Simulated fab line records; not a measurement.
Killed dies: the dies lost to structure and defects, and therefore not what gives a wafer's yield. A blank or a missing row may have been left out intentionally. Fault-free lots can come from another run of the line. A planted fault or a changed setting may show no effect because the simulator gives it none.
The tool behind it: which one? / flow nand_harc / Sampling: 6 lots, 18 wafers, 5 of 1302 route steps

WHAT THE GAUGES READ, wafer by wafer
NHARC_END_SORT_01.
lot=L832; measured=day 29 12:04; on=prober-01; killed_at_array=122 150 173

WHAT TOOL EACH LOT RAN ON (gives the tool, then ch and the chambers of the sampled wafers, and finally the start)
lot=L824; NHARC_A_CONTACT_STRIP_101=rie_diel-02 ch 1,2, day 22 05:44; NHARC_A_CONTACT_STRIP_55=rie_diel-02 ch 0,1,2, day 22 12:28 or earlier; NHARC_A_CONTACT_DEP_58=pecvd-01 ch 0,1, day 22 12:28; NHARC_A_CONTACT_ETCH_124=har_cap_etch-03 ch 0,1, day 22 14:47
lot=L826; NHARC_A_CONTACT_STRIP_101=rie_diel-09 ch 0,2,3, day 23 23:43; NHARC_A_CONTACT_STRIP_55=rie_diel-09 ch 0,1,3, day 24 06:59 or earlier; NHARC_A_CONTACT_DEP_58=pecvd-02 ch 1,2, day 24 06:59; NHARC_A_CONTACT_ETCH_124=har_cap_etch-02 ch 1, day 24 09:40
lot=L832; NHARC_A_CONTACT_STRIP_101=rie_diel-03 ch 0,1,2, day 25 20:22; NHARC_A_CONTACT_STRIP_55=rie_diel-03 ch 1,2,3, day 26 02:34 or earlier; NHARC_A_CONTACT_DEP_58=pecvd-02 ch 0,1,2, day 26 02:34; NHARC_A_CONTACT_ETCH_124=har_cap_etch-02 ch 0,1, day 26 10:55
lot=L840; NHARC_A_CONTACT_STRIP_101=rie_diel-02 ch 0,1,2, day 29 13:05; NHARC_A_CONTACT_STRIP_55=rie_diel-02 ch 1,2,3, day 29 17:53 or earlier; NHARC_A_CONTACT_DEP_58=pecvd-02 ch 0,1, day 29 17:53; NHARC_A_CONTACT_ETCH_124=har_cap_etch-01 ch 0,1, day 29 20:19
lot=L841; NHARC_A_CONTACT_STRIP_101=rie_diel-09 ch 0,2, day 29 21:16; NHARC_A_CONTACT_STRIP_55=rie_diel-09 ch 0,1,2, day 30 03:49 or earlier; NHARC_A_CONTACT_DEP_58=pecvd-01 ch 0,1,2, day 30 03:49; NHARC_A_CONTACT_ETCH_124=har_cap_etch-03 ch 0,1, day 30 06:08
lot=L845; NHARC_A_CONTACT_STRIP_101=rie_diel-03 ch 1,2,3, day 30 20:41; NHARC_A_CONTACT_STRIP_55=rie_diel-03 ch 0,1, day 31 01:00 or earlier; NHARC_A_CONTACT_DEP_58=pecvd-03 ch 0,1,2, day 31 01:00; NHARC_A_CONTACT_ETCH_124=har_cap_etch-03 ch 0,1, day 31 03:25
- NHARC_A_CONTACT_STRIP_101: strips in O2/COS.
- NHARC_A_CONTACT_STRIP_55: strips in O2.
- NHARC_A_CONTACT_DEP_58: deposits SiON, target thk 90 nm.
- NHARC_A_CONTACT_ETCH_124: etches the open film in C4F8/O2/Ar, time 140 s, target depth 700 nm.

THE ANSWER, worked out from the rows above alone
Rule: the lots themselves supply what counts as usual. The widest of any qualifying gaps counts: lots, ordered by their means at a reading, are off when they make up no more than a third of the lots, leave a main group of 4 or more, and stand apart from it by 3 or more times the standard deviation of that group's means. A main group is skipped when, at the precision printed for the reading in the tables above, its means are all equal. A lot without any number at a reading at which 4 lots or more have one is off too. Any other lot the step has rows for is counted as sound.
Nothing can be told from this: no lot is off at any reading shown.

WHAT THE SIMULATOR HAD INSERTED
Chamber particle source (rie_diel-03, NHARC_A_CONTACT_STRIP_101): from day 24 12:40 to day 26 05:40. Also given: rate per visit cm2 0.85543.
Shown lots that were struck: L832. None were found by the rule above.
